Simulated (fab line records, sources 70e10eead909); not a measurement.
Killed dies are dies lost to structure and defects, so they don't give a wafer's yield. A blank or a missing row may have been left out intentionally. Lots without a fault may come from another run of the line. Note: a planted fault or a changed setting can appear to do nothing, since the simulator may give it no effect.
Struck lot and sound lot, side by side + flow nandHarc + 15 steps out of a route of 1159
Sound: the wafers L927.1, L927.4, L927.5. Struck: wafers L940.2, L940.5 (left out: L940.6, a lot-mate that was not struck); the cause follows at the end.
Per side, at each step with rows, come the tool, then ch with its chambers, and then its first start. Under that, the readings that differ: sound wafers + struck wafers + difference of the means + sigmas: that difference in standard deviations of wafers without a fault.
alike: readings whose means differ by less than 2 such deviations, and words and numbers that are the same on both sides. not compared: withheld readings, readings that some wafer has no value for, bounds like >300 that may hide the same value, and numbers for which the record gives no deviation and whose values overlap.
The two part at a step that has a row with sigmas, a row that says differs or no value, or rows on one side only. Numbers that don't overlap but have no deviation are shown without sigmas and don't part them. A reading that every wafer of one side lacks parts them only if that side has two wafers or more.

first, 1 step without rows for these wafers: NHARC_A_CONTACT_ETCH_128 (etches the open film in C4F8/O2/Ar, time 155 s, target depth 956 nm).
NHARC_A_CONTACT_ETCH_129: etches the open film in C4F8/O2/Ar, time 155 s, target depth 956 nm.
  sound on harCapEtch-03 ch 1, day 18 06:37; struck on harCapEtch-03 ch 0, day 21 04:44
  not compared: rfHoursCounterH
NHARC_A_CONTACT_ETCH_130: etches the open film in C4F8/O2/Ar, time 155 s, target depth 956 nm.
  sound on harCapEtch-03 ch 1, day 18 06:45; struck on harCapEtch-03 ch 0, day 21 04:52
  not compared: rfHoursCounterH
then, 1 step without rows for these wafers: NHARC_A_CONTACT_ETCH_131 (etches the open film in C4F8/O2/Ar, time 155 s, target depth 956 nm).
NHARC_A_CONTACT_ETCH_132: etches the open film in C4F8/O2/Ar, time 156 s, target depth 958 nm.
  sound on harCapEtch-03 ch 1, day 18 07:02; struck on harCapEtch-03 ch 0, day 21 05:10
  not compared: rfHoursCounterH
then, 1 step without rows for these wafers: NHARC_A_CONTACT_ETCH_133 (etches the open film in C4F8/O2/Ar, time 195 s, target depth 840 nm).
NHARC_A_CONTACT_ETCH_91: etches the open film in CH3F/O2, target depth 40 nm, time 85.7 s.
  sound on rieDiel-03 ch 0,1, day 18 07:43; struck on rieDiel-11 ch 0, day 21 05:53
  alike: drypumpMotorCurrentA, oesProductAu, rfVppV, showerheadPlenumPTorr, throttleValvePct
  not compared: rfHoursCounterH
NHARC_A_CONTACT_ETCH_97: etches the open film in C4F6/O2, target depth 20 nm, time 10 s.
  sound on rieDiel-03 ch 0,1,2; struck on rieDiel-11 ch 1
| reading             | sound             | struck      | difference | sigmas |
|---------------------|-------------------|-------------|------------|--------|
| oesProductAu (a.u.) | 0.977 0.936 0.962 | 1.024 1.032 | +0.070     | +3     |
  alike: drypumpMotorCurrentA, rfVppV, showerheadPlenumPTorr, throttleValvePct
  not compared: rfHoursCounterH
NHARC_A_CONTACT_CD_MEAS_80:
  sound on cdSem-01 at day 18 07:56; struck on cdSem-02 at day 21 06:05
| reading   | sound             | struck      | difference | sigmas |
|-----------|-------------------|-------------|------------|--------|
| cdNm (nm) | 187.7 187.7 187.5 | 190.3 189.7 | +2.4       | +2     |
then, 3 steps without rows for these wafers: NHARC_A_CONTACT_STRIP_103 (strips in N2/H2); NHARC_A_CONTACT_STRIP_104 (strips in CF4/CHF3); NHARC_A_CONTACT_STRIP_105 (strips in O2/COS).
NHARC_A_CONTACT_ETCH_106: etches the open film in CF4/O2, target depth 60 nm, overetch 6 nm, time 33 s.
  sound on rieDiel-03 ch 0,2,3, day 18 08:14; struck on rieDiel-11 ch 2, day 21 06:23
| reading             | sound             | struck      | difference | sigmas |
|---------------------|-------------------|-------------|------------|--------|
| oesProductAu (a.u.) | 0.993 1.009 1.001 | 0.931 0.937 | -0.067     | -5     |
  alike: drypumpMotorCurrentA, oes_o_777_au, rfVppV, showerheadPlenumPTorr, throttleValvePct
  not compared: rfHoursCounterH
then, 1 step without rows for these wafers: NHARC_A_CONTACT_STRIP_82 (strips in O2).
-- jump in the record: it breaks off in module A_CONTACT and resumes in module END (first step shown: number 1159 of the route), and 3 days separate the struck wafers' starts before and after --
NHARC_END_SORT_01:
  only the struck wafers appear in the record here, on prober-02 ch 0 at day 23 21:11; the sound ones have no rows

WHERE THEY PART
At NHARC_A_CONTACT_ETCH_97 first; at NHARC_END_SORT_01 last (within this record only).

WHY: the cause the simulator had injected
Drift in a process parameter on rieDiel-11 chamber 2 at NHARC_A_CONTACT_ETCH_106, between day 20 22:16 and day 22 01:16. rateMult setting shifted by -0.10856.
